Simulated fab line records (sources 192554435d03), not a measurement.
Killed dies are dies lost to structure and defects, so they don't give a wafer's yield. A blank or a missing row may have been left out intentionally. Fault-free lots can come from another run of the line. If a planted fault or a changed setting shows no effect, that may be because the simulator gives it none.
Lot-split experiment / flow n5Finfet / 7 lots, 39 wafers read, on a route of 1938 steps

ON THE SPLIT
At N5_BEOL_M8_ETCH_66 (etches SOC in N2/H2, target depth 80 nm, overetch 16 nm, time 120 s), the setting targetDepthA was moved away from the recipe's 800 angstrom on 12 of the 39 wafers read, by -51.6% to +18.8%. For the rest of the wafers, this setting stayed at what the recipe calls for.

The reading comes from the split's own step.

THE READING
SiARC_of_BEOL_M8_COAT_64.thkNm (the simulator's own value, which no gauge read), in nm, at N5_BEOL_M8_ETCH_66 (etches SOC in N2/H2, target depth 80 nm, overetch 16 nm, time 120 s). There is no usual value for it anywhere in the file. The 27 wafers here that ran the recipe average 6.5 nm, standard deviation 0.25 nm.

wafer=L074.1; tool, chamber at the split=rieDiel-04, 0; targetDepthA as run, angstrom=800; against the recipe=recipe; SiARC_of_BEOL_M8_COAT_64.thkNm, nm=6.8; against lot-mates on the recipe=-
wafer=L074.2; tool, chamber at the split=rieDiel-04, 1,2,2; targetDepthA as run, angstrom=800; against the recipe=recipe; SiARC_of_BEOL_M8_COAT_64.thkNm, nm=6.4; against lot-mates on the recipe=-
wafer=L074.3; tool, chamber at the split=rieDiel-04, 1,2,2; targetDepthA as run, angstrom=800; against the recipe=recipe; SiARC_of_BEOL_M8_COAT_64.thkNm, nm=6.4; against lot-mates on the recipe=-
wafer=L074.5; tool, chamber at the split=rieDiel-04, 1,2,2; targetDepthA as run, angstrom=800; against the recipe=recipe; SiARC_of_BEOL_M8_COAT_64.thkNm, nm=6.4; against lot-mates on the recipe=-
wafer=L074.4; tool, chamber at the split=rieDiel-04, 3; targetDepthA as run, angstrom=800; against the recipe=recipe; SiARC_of_BEOL_M8_COAT_64.thkNm, nm=6; against lot-mates on the recipe=-
wafer=L074.6; tool, chamber at the split=rieDiel-04, 3; targetDepthA as run, angstrom=800; against the recipe=recipe; SiARC_of_BEOL_M8_COAT_64.thkNm, nm=6; against lot-mates on the recipe=-
wafer=L076.1; tool, chamber at the split=rieDiel-06, 0; targetDepthA as run, angstrom=800; against the recipe=recipe; SiARC_of_BEOL_M8_COAT_64.thkNm, nm=6.6; against lot-mates on the recipe=-
wafer=L076.2; tool, chamber at the split=rieDiel-06, 3; targetDepthA as run, angstrom=950; against the recipe=+18.8%; SiARC_of_BEOL_M8_COAT_64.thkNm, nm=5.6; against lot-mates on the recipe=-1.0
wafer=L076.3; tool, chamber at the split=rieDiel-06, 2; targetDepthA as run, angstrom=950; against the recipe=+18.8%; SiARC_of_BEOL_M8_COAT_64.thkNm, nm=5.8; against lot-mates on the recipe=-0.8
wafer=L076.6; tool, chamber at the split=rieDiel-06, 2; targetDepthA as run, angstrom=950; against the recipe=+18.8%; SiARC_of_BEOL_M8_COAT_64.thkNm, nm=5.8; against lot-mates on the recipe=-0.8
wafer=L076.4; tool, chamber at the split=rieDiel-06, 1; targetDepthA as run, angstrom=800; against the recipe=recipe; SiARC_of_BEOL_M8_COAT_64.thkNm, nm=6.8; against lot-mates on the recipe=-
wafer=L076.5; tool, chamber at the split=rieDiel-06, 3; targetDepthA as run, angstrom=800; against the recipe=recipe; SiARC_of_BEOL_M8_COAT_64.thkNm, nm=6.4; against lot-mates on the recipe=-
wafer=L082.1; tool, chamber at the split=rieDiel-02, 0; targetDepthA as run, angstrom=800; against the recipe=recipe; SiARC_of_BEOL_M8_COAT_64.thkNm, nm=6.6; against lot-mates on the recipe=-
wafer=L082.6; tool, chamber at the split=rieDiel-02, 0; targetDepthA as run, angstrom=800; against the recipe=recipe; SiARC_of_BEOL_M8_COAT_64.thkNm, nm=6.6; against lot-mates on the recipe=-
wafer=L082.2; tool, chamber at the split=rieDiel-02, 1; targetDepthA as run, angstrom=800; against the recipe=recipe; SiARC_of_BEOL_M8_COAT_64.thkNm, nm=6.8; against lot-mates on the recipe=-
wafer=L082.5; tool, chamber at the split=rieDiel-02, 1; targetDepthA as run, angstrom=800; against the recipe=recipe; SiARC_of_BEOL_M8_COAT_64.thkNm, nm=6.8; against lot-mates on the recipe=-
wafer=L082.3; tool, chamber at the split=rieDiel-02, 3,2; targetDepthA as run, angstrom=800; against the recipe=recipe; SiARC_of_BEOL_M8_COAT_64.thkNm, nm=6.4; against lot-mates on the recipe=-
wafer=L082.4; tool, chamber at the split=rieDiel-02, 3,2; targetDepthA as run, angstrom=800; against the recipe=recipe; SiARC_of_BEOL_M8_COAT_64.thkNm, nm=6.4; against lot-mates on the recipe=-
wafer=L077.1; tool, chamber at the split=rieDiel-04, 3; targetDepthA as run, angstrom=800; against the recipe=recipe; SiARC_of_BEOL_M8_COAT_64.thkNm, nm=6.2; against lot-mates on the recipe=-
wafer=L077.2; tool, chamber at the split=rieDiel-04, 0; targetDepthA as run, angstrom=800; against the recipe=recipe; SiARC_of_BEOL_M8_COAT_64.thkNm, nm=6.8; against lot-mates on the recipe=-
wafer=L077.3; tool, chamber at the split=rieDiel-04, 2; targetDepthA as run, angstrom=800; against the recipe=recipe; SiARC_of_BEOL_M8_COAT_64.thkNm, nm=6.6; against lot-mates on the recipe=-
wafer=L077.4; tool, chamber at the split=rieDiel-04, 1,2,1; targetDepthA as run, angstrom=442.2; against the recipe=-44.7%; SiARC_of_BEOL_M8_COAT_64.thkNm, nm=8.6; against lot-mates on the recipe=+2.1
wafer=L077.5; tool, chamber at the split=rieDiel-04, 1,2,1; targetDepthA as run, angstrom=442.2; against the recipe=-44.7%; SiARC_of_BEOL_M8_COAT_64.thkNm, nm=8.6; against lot-mates on the recipe=+2.1
wafer=L077.6; tool, chamber at the split=rieDiel-04, 1,2,1; targetDepthA as run, angstrom=442.2; against the recipe=-44.7%; SiARC_of_BEOL_M8_COAT_64.thkNm, nm=8.6; against lot-mates on the recipe=+2.1
wafer=L085.1; tool, chamber at the split=rieDiel-02, 3; targetDepthA as run, angstrom=800; against the recipe=recipe; SiARC_of_BEOL_M8_COAT_64.thkNm, nm=6.6; against lot-mates on the recipe=-
wafer=L085.2; tool, chamber at the split=rieDiel-02, 1; targetDepthA as run, angstrom=800; against the recipe=recipe; SiARC_of_BEOL_M8_COAT_64.thkNm, nm=6.8; against lot-mates on the recipe=-
wafer=L085.5; tool, chamber at the split=rieDiel-02, 1; targetDepthA as run, angstrom=800; against the recipe=recipe; SiARC_of_BEOL_M8_COAT_64.thkNm, nm=6.8; against lot-mates on the recipe=-
wafer=L085.3; tool, chamber at the split=rieDiel-02, 2,0; targetDepthA as run, angstrom=451.2; against the recipe=-43.6%; SiARC_of_BEOL_M8_COAT_64.thkNm, nm=8.6; against lot-mates on the recipe=+1.9
wafer=L085.4; tool, chamber at the split=rieDiel-02, 2,0; targetDepthA as run, angstrom=451.2; against the recipe=-43.6%; SiARC_of_BEOL_M8_COAT_64.thkNm, nm=8.6; against lot-mates on the recipe=+1.9
wafer=L085.6; tool, chamber at the split=rieDiel-02, 0; targetDepthA as run, angstrom=451.2; against the recipe=-43.6%; SiARC_of_BEOL_M8_COAT_64.thkNm, nm=8.8; against lot-mates on the recipe=+2.1
wafer=L088.2; tool, chamber at the split=rieDiel-02, 1; targetDepthA as run, angstrom=800; against the recipe=recipe; SiARC_of_BEOL_M8_COAT_64.thkNm, nm=7; against lot-mates on the recipe=-
wafer=L088.3; tool, chamber at the split=rieDiel-02, 0; targetDepthA as run, angstrom=800; against the recipe=recipe; SiARC_of_BEOL_M8_COAT_64.thkNm, nm=6.8; against lot-mates on the recipe=-
wafer=L088.6; tool, chamber at the split=rieDiel-02, 2; targetDepthA as run, angstrom=800; against the recipe=recipe; SiARC_of_BEOL_M8_COAT_64.thkNm, nm=6.4; against lot-mates on the recipe=-
wafer=L093.1; tool, chamber at the split=rieDiel-06, 3,2,3; targetDepthA as run, angstrom=800; against the recipe=recipe; SiARC_of_BEOL_M8_COAT_64.thkNm, nm=6.4; against lot-mates on the recipe=-
wafer=L093.2; tool, chamber at the split=rieDiel-06, 3,2,3; targetDepthA as run, angstrom=800; against the recipe=recipe; SiARC_of_BEOL_M8_COAT_64.thkNm, nm=6.4; against lot-mates on the recipe=-
wafer=L093.6; tool, chamber at the split=rieDiel-06, 3,2,3; targetDepthA as run, angstrom=800; against the recipe=recipe; SiARC_of_BEOL_M8_COAT_64.thkNm, nm=6.4; against lot-mates on the recipe=-
wafer=L093.3; tool, chamber at the split=rieDiel-06, 0; targetDepthA as run, angstrom=387.2; against the recipe=-51.6%; SiARC_of_BEOL_M8_COAT_64.thkNm, nm=8.8; against lot-mates on the recipe=+2.4
wafer=L093.5; tool, chamber at the split=rieDiel-06, 0; targetDepthA as run, angstrom=387.2; against the recipe=-51.6%; SiARC_of_BEOL_M8_COAT_64.thkNm, nm=8.8; against lot-mates on the recipe=+2.4
wafer=L093.4; tool, chamber at the split=rieDiel-06, 1; targetDepthA as run, angstrom=387.2; against the recipe=-51.6%; SiARC_of_BEOL_M8_COAT_64.thkNm, nm=9; against lot-mates on the recipe=+2.6
If several chambers appear in one row, that row covers several wafers at once and the file leaves open which wafer was in which chamber.

THE FIT
A straight line over all 39 wafers: SiARC_of_BEOL_M8_COAT_64.thkNm changes by -0.0461 nm for each +1% of targetDepthA; r = -0.98; the points scatter about the line by 0.22 nm.
The same after taking each lot's own level away (the mean of its wafers on the recipe; 39 wafers): -0.0463 nm for each +1%; r = -0.98; scatter 0.18 nm.
According to that fit, moving targetDepthA by its largest amount changes the reading by 2.4 nm.
Across the lots, their own levels run from 6.33 to 6.73 nm, a range of 1.6 times the standard deviation given above.
Consequently the slope shifts little with the lot-to-lot level, the two slopes agreeing.
Check: +2.39 nm against its lot-mates is what the line predicts for one of the wafers moved furthest among these (-51.6%) when that wafer is left out of the fit. It came out at +2.4 nm against them.

OTHER SPLITS ON THESE WAFERS
Before the reading, these wafers also passed through other splits. Each is held against what the fit with the lots' levels taken away leaves over:
other split on the same wafers=N5_SD_EPI_N_EPI_21 timeS; wafers away from the commonest value=15; r with SiARC_of_BEOL_M8_COAT_64.thkNm (lot level and that fit taken away)=-0.10
other split on the same wafers=N5_GATE_CUT_ALD_22 aldCycles; wafers away from the commonest value=15; r with SiARC_of_BEOL_M8_COAT_64.thkNm (lot level and that fit taken away)=+0.01
other split on the same wafers=N5_BEOL_M0_CUTY_DESCUM_61 timeS; wafers away from the commonest value=9; r with SiARC_of_BEOL_M8_COAT_64.thkNm (lot level and that fit taken away)=-0.03
other split on the same wafers=N5_BEOL_M2_SPUTTER_88 targetThkA; wafers away from the commonest value=15; r with SiARC_of_BEOL_M8_COAT_64.thkNm (lot level and that fit taken away)=-0.01
other split on the same wafers=N5_BEOL_M7_HM_DEP_02 targetThkA; wafers away from the commonest value=12; r with SiARC_of_BEOL_M8_COAT_64.thkNm (lot level and that fit taken away)=-0.08

THE FILE'S OWN FIT
SiARC_of_BEOL_M8_COAT_64.thkNm changes by -0.0463 nm for each +1% of targetDepthA, r = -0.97.
